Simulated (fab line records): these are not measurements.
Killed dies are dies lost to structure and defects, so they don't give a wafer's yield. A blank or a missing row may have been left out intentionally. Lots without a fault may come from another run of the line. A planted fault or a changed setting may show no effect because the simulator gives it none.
One fault through the eyes of 2 desks	flow nand harc	numbers are kept per desk, each desk with only its own; the story behind them comes last

## THE TOOL OWNER'S DESK: pecvd-01
Per lot that ran on this tool, the mean of the sampled wafers carrying a number, from the tool's own readings at NHARC_P_M2_PRE_CLEAN_32 (time 12 s). Marked OUT: a lot whose mean sits more than 4 standard deviations from the usual mean, which makes it out of limits; the brackets give that distance.
Columns: A = heater power w at NHARC_P_M2_PRE_CLEAN_32, usual 638 W
lot	first seen here	A
L689	day 7 05:06	676
L695	day 9 05:47	604
L694	day 9 06:39	654
L698	day 10 20:17	669
L699	day 11 00:12	680
L702	day 12 18:08	628
L701	day 12 18:52	656
L710	day 15 19:28	612
Finding of this desk: none of the 8 lots has anything out of limits.

## METROLOGY DESK
What the gauges read for every lot (on any tool): the sampled wafers with a number, averaged. Marked OUT: a lot whose mean sits more than 4 standard deviations from the usual mean, which makes it out of limits; the brackets give that distance.
Columns: A = cd nm at NHARC_THIN_TSV_CD_MEAS_12, usual 1000.2 nm
lot	first seen here	A
L690	day 23 19:58	999.8
L689	day 24 08:28	996.8
L691	day 24 19:02	997.9
L695	day 26 16:12	1002.2
L694	day 27 01:38	1001.0
L696	day 27 08:50	999.2
L697	day 27 13:14	1000.0
L699	day 28 01:14	1000.6
L698	day 28 07:19	1001.2
L702	day 29 18:53	1001.8
L701	day 30 01:24	1002.0
L706	day 30 19:37	996.0
L710	day 32 17:43	997.5
L711	day 32 19:10	1000.0
Finding of this desk: none of the 14 lots has anything out of limits.

## ALL TOGETHER
The desk of the tool owner found nothing out of limits.
Nothing out of limits was seen by the metrology desk.

## WHAT WAS PUT IN BY THE SIMULATOR
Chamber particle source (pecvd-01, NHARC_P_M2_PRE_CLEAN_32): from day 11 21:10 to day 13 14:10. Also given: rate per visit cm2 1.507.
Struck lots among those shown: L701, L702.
